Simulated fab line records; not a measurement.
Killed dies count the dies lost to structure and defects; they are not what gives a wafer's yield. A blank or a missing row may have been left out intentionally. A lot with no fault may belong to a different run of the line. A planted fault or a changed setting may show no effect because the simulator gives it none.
One fault through the eyes of 2 desks | flow n5-finfet | each desk has only its own numbers; what lay behind them comes last

FOR THE TOOL OWNER'S DESK: ald-metal-03
The tool's own readings at N5_BEOL_M4_ALD_84 (deposits TaN, pulse time 2 s, purge time 3 s, co reactant purge time 2 s): means of the sampled wafers that have a number, for each lot that ran on this tool. A lot is out of limits, marked OUT, if its mean lies more than 4 standard deviations from the usual mean; the brackets give that distance.
Columns: A = heater-power-w at N5_BEOL_M4_ALD_84, usual 417 W
lot  | first seen here | A
L744 | day 7 11:36     | 381
L754 | day 10 22:57    | 378
L767 | day 14 01:02    | 445
This desk found nothing out of limits on any of the 3 lots.

FROM THE METROLOGY DESK
What the gauges read for every lot (on any tool): the sampled wafers with a number, averaged. A lot is out of limits, marked OUT, if its mean lies more than 4 standard deviations from the usual mean; the brackets give that distance. Readings shown: 7 of its 14, picked as those furthest out on some lot.
Columns: A = CHAIN_V3_max_site at N5_BEOL_M4_RC_MEAS_101, usual 242 ohm/link; B = COMB_M4 at N5_BEOL_M4_RC_MEAS_101, usual 5.8e-11 S/m; C = COMB_M4_max_site at N5_BEOL_M4_RC_MEAS_101, usual 8.4e-11 S/m; D = IOFF_N at N5_BEOL_M4_RC_MEAS_101, usual 0.16 nA/um; E = IOFF_P at N5_BEOL_M4_RC_MEAS_101, usual 0.21 nA/um; F = ION_P at N5_BEOL_M4_RC_MEAS_101, usual 461 uA/um; G = VT_P at N5_BEOL_M4_RC_MEAS_101, usual -250.9 mV
lot  | first seen here | A   | B       | C       | D    | E    | F   | G
L744 | day 7 15:56     | 251 | 5.7e-11 | 7.8e-11 | 0.22 | 0.28 | 470 | -244.6
L747 | day 9 03:07     | 231 | 6.0e-11 | 9.7e-11 | 0.14 | 0.19 | 461 | -249.3
L754 | day 11 04:19    | 225 | 7.9e-11 | 1.3e-10 | 0.17 | 0.20 | 459 | -252.4
L757 | day 11 10:07    | 242 | 5.7e-11 | 7.8e-11 | 0.14 | 0.19 | 463 | -250.2
L758 | day 11 10:08    | 247 | 6.4e-11 | 8.9e-11 | 0.16 | 0.22 | 463 | -248.6
L765 | day 14 04:22    | 233 | 6.3e-11 | 7.5e-11 | 0.14 | 0.20 | 458 | -252.1
L767 | day 14 06:26    | 227 | 6.0e-11 | 8.8e-11 | 0.17 | 0.22 | 461 | -250.7
L766 | day 14 07:43    | 242 | 6.6e-11 | 9.8e-11 | 0.17 | 0.24 | 473 | -247.3
This desk found nothing out of limits on any of the 8 lots.

BROUGHT TOGETHER
The tool owner's desk saw nothing out of limits.
At the metrology desk, nothing out of limits was observed.

WHAT WAS PUT IN BY THE SIMULATOR
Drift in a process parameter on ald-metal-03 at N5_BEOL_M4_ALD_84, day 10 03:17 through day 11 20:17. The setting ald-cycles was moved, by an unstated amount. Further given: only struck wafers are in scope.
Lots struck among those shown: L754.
